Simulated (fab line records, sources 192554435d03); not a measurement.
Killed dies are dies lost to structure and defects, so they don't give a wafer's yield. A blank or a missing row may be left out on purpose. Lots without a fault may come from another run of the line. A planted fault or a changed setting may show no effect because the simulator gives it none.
A struck lot beside a sound one | flow n5_finfet | 15 steps out of a route of 1938
Sound: wafers L481.1, L481.5, L481.6. Struck: wafer L491.5. (L491.3 of the same lot was not struck and is left out.) The cause comes at the end.
At each step with rows: each side's tool, then ch and its chambers, then its first start. Under that, the readings that differ: sound wafers | struck wafers | difference of the means | sigmas: that difference in standard deviations of wafers without a fault.
alike: readings whose means differ by less than 2 such deviations, and words and numbers that are the same on both sides. not compared: withheld readings, readings that some wafer has no value for, bounds like >300 that may hide the same value, and numbers for which the record gives no deviation and whose values overlap.
The two part at a step that has a row with sigmas, a row that says differs or no value, or rows on one side only. Numbers that don't overlap but have no deviation are shown without sigmas and don't part them. A reading that every wafer of one side lacks parts them only if that side has two wafers or more.

N5_HKMG_FIN_STRIP_60: strips in N2/H2, time 360 s.
  sound on plasma_asher-02 ch 0,1, day 5 23:38; struck on plasma_asher-01 ch 0, day 8 15:28
  alike: drypump_motor_current_A, heater_power_w, temp_c
  not compared: rf_hours_counter_h
then, 2 steps without rows for these wafers: N5_HKMG_FIN_WET_ETCH_77 (etches La2O3 in dHCl, stops on HfO2, target depth 2 nm); N5_HKMG_FIN_WET_ETCH_78 (etches Al2O3 in dNH4OH, stops on La2O3, target depth 4.5 nm, rinse time 30 s).
N5_HKMG_FIN_ALD_79: deposits TiN, target thk 1.5 nm, pulse time 1 s, purge time 3 s.
  sound on ald_metal-03 ch 2,3, day 6 00:08; struck on ald_metal-02 ch 3, day 8 15:50
  alike: heater_power_w, precursor_pulse_height_rel
  not compared: co_reactant_pulse_time_s
N5_HKMG_FIN_CVD_62: deposits a-Si from Si2H6, target thk 3 nm, time 20.8 s.
  sound on thermal_cvd_si-02 ch 1,2, day 6 00:29; struck on thermal_cvd_si-01 ch 1, day 8 16:11
  alike: heater_power_w
then, 5 steps without rows for these wafers: N5_HKMG_FIN_RTA_80 (time 2 s); N5_HKMG_FIN_PRECLEAN_64 (cleans in dHF, time 30 s); N5_HKMG_FIN_WET_ETCH_65 (etches a-Si in TMAH, stops on TiN, time 49 s, target depth 3 nm); N5_HKMG_FIN_WET_ETCH_81 (etches TiN in SC1, stops on HfO2, time 57 s, target depth 6 nm); N5_HKMG_FIN_WET_ETCH_82 (etches La2O3 in dHCl, stops on HfO2, target depth 2 nm, rinse time 30 s).
N5_HKMG_FIN_ALD_36: deposits TiN, target thk 1 nm, pulse time 1 s, purge time 3 s.
  sound on ald_metal-04 ch 0,1,2, day 6 00:53; struck on ald_metal-03 ch 1, day 8 16:35
  alike: heater_power_w, precursor_pulse_height_rel
  not compared: co_reactant_pulse_time_s
N5_HKMG_FIN_THK_MEAS_70: measures by xrf.
  sound on film_metro-02, day 6 01:10; struck on film_metro-02, day 8 16:52
  alike: HK_THK
N5_HKMG_FIN_PWFM_ALD_03: deposits TiN, target thk 2 nm, pulse time 1 s, purge time 3 s.
  sound on ald_metal-03 ch 0,2,3, day 6 01:13; struck on ald_metal-02 ch 3, day 8 16:55
  reading                      | sound | struck | difference | sigmas
  co_reactant_pulse_time_s (s) | 2 2 2 | 2.349  | +0.349     |
  alike: heater_power_w, precursor_pulse_height_rel
then, 1 step without rows for these wafers: N5_HKMG_FIN_COAT_29 (time 60 s, resist thk 300 nm).
-- the record jumps here: 5 days lie between the struck wafers' starts before and after (it left off in module HKMG_FIN and takes up again in module BEOL_M4, whose first step shown is number 1111 of the route) --
N5_BEOL_M4_RC_MEAS_101:
  sound on prober-01 ch 0, day 9 10:04; struck on prober-02 ch 0, day 13 19:52
  reading       | sound          | struck | difference | sigmas
  DIBL_N (mV/V) | 35.2 32.8 33.5 | 37.7   | +3.9       | +2
  DIBL_P (mV/V) | 33.3 31.5 32.0 | 36.6   | +4.3       | +2
  VT_N (mV)     | 254 258 256    | 249    | -7         | -2
  alike: IOFF_N, IOFF_P, ION_N, ION_P, SS_N, SS_P, VT_P

WHERE THEY PART
Only at N5_BEOL_M4_RC_MEAS_101, within this record.

WHY: what the simulator had put in
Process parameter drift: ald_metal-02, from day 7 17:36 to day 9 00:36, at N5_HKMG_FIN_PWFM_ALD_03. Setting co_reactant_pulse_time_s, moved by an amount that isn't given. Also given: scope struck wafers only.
